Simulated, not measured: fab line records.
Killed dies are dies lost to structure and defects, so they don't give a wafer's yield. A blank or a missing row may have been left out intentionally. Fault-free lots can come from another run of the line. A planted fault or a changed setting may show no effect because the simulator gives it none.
Matching of chambers	flow n5 finfet	N5_BEOL_M6_DESCUM_16 on rie diel-02 has 4 sister chambers
The step chemistry O2, time 7.9 s. 8 wafers are shown with their chamber, then 7 later ones without.

== WAFERS, EACH WITH ITS CHAMBER ==
wafer	chamber	throttle valve pct (%)	showerhead plenum p Torr (Torr)
L077.4	1	20.55	2.11
L075.2	1	20.55	2.10
L075.4	2	20.93	1.99
L075.6	3	20.98	2.18
L078.2	3	20.99	2.18
L078.6	2	20.93	1.99
L085.2	0	20.32	1.99
L085.5	0	20.33	1.99

== WAFERS WHOSE CHAMBER IS MISSING ==
wafer	throttle valve pct (%)	showerhead plenum p Torr (Torr)
L085.6	21.03	2.17
L095.2	20.61	2.09
L095.5	20.36	1.99
L095.6	21.07	2.17
L096.1	20.62	2.09
L096.2	20.36	1.98
L096.5	20.60	2.09

== EACH ONE'S CHAMBER ==
wafer	from the rows above	in truth
L085.6	3	3
L095.2	1	1
L095.5	0	0
L095.6	3	3
L096.1	1	1
L096.2	0	0
L096.5	1	1
7 of 7 placed correctly. Not placeable from these rows: 0. Number placed wrongly: 0.
How it was worked out, from the rows above alone: a wafer's distance from a chamber is the root of the sum, over the readings, of the square of ((its reading less the chamber's mean) divided by the reading's scatter). The wafer belongs to the nearest chamber; if the next one is less than 2 further off, it can't be placed. A chamber's mean is the mean of its shown wafers. The scatter: take each reading less its chamber's mean, square it, sum over the shown wafers, divide by the number of wafers less the number of chambers, and take the root.
